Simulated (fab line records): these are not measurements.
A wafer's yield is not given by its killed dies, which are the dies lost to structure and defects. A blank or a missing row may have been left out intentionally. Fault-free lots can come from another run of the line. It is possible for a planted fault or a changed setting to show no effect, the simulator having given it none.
Which of the tools did it? ; flow nand-harc ; Sampling: 6 lots, 18 wafers, 4 of 1302 route steps

## WHAT THE GAUGES SHOWED, per wafer
NHARC_P_GATE_CD_MEAS_11 targets a cd of 1640 nm.
lot;measured;on;cd-nm (nm)
L101;day 5 10:29;cd-sem-02;1638.0 1639.3 1640.4
L103;day 6 02:32;cd-sem-01;1642.2 1639.1 1640.5
L105;day 6 23:23;cd-sem-01;1638.9 1639.4 1640.7
L107;day 7 15:22;cd-sem-02;1641.1 1639.0 1640.0
L112;day 9 23:04;cd-sem-03;- - -
L122;day 14 04:07;cd-sem-03;1643.1 1640.5 1639.7

## TOOL THAT RAN EACH LOT (tool first, then ch and the chambers of the sampled wafers, then the start)
lot;NHARC_P_STI_ETCH_15;NHARC_P_STI_CMP_21;NHARC_P_GATE_EXPOSE_08
L101;rie-si-04 ch 1,2, day 3 17:36;cmp-03 ch 1,2, day 4 13:31;krf-scanner-02 ch 0, day 5 10:19
L103;rie-si-01 ch 1,3, day 4 10:51;cmp-02 ch 0,1,2, day 5 10:22;krf-scanner-03 ch 0, day 6 02:23
L105;rie-si-04 ch 0,1,3, day 5 10:19;cmp-03 ch 1,3, day 6 04:01;krf-scanner-03 ch 0, day 6 23:14
L107;rie-si-06 ch 0,2,3, day 6 05:29;cmp-03 ch 0,1,3, day 6 23:08;krf-scanner-04 ch 0, day 7 15:13
L112;rie-si-04 ch 0,1, day 8 06:33;cmp-03 ch 0,1,2, day 9 02:59;krf-scanner-03 ch 0, day 9 22:55
L122;rie-si-06 ch 1,2, day 12 10:19;cmp-03 ch 1,3, day 13 10:30;krf-scanner-04 ch 0, day 14 03:57
- NHARC_P_STI_ETCH_15: etches the open film in HBr/Cl2, target depth 300 nm, time 100.1 s.
- NHARC_P_STI_CMP_21: polishes, t overpolish 20 s, target thk 380.67 nm.
- NHARC_P_GATE_EXPOSE_08: exposes mask P HV.

## THE ANSWER, worked out from the rows above alone
Rule: what is usual is taken from the lots themselves. The widest of any qualifying gaps counts: lots, ordered by their means at a reading, are off when they make up no more than a third of the lots, leave a main group of 4 or more, and stand apart from it by 3 or more times the standard deviation of that group's means. A main group whose means are all the same, to the digits that the tables above print for the reading, isn't used. A lot without any number at a reading at which 4 lots or more have one is off too. Any other lot the step has rows for is counted as sound.
Off: L112, at NHARC_P_GATE_CD_MEAS_11 (cd-nm). Without a number there: L112. For the main group the mean is 1640.1 nm and the standard deviation 0.66.
A tool fits if, at a process step before that reading, it ran every lot that is off, and no sound lot after the first of them. The gauges at NHARC_P_GATE_CD_MEAS_11 are tried like those tools. 2 tools fit, rie-si-04 at NHARC_P_STI_ETCH_15 and krf-scanner-03 at NHARC_P_GATE_EXPOSE_08, so this cannot tell which one it is.

## WHAT THE SIMULATOR HAD PUT IN
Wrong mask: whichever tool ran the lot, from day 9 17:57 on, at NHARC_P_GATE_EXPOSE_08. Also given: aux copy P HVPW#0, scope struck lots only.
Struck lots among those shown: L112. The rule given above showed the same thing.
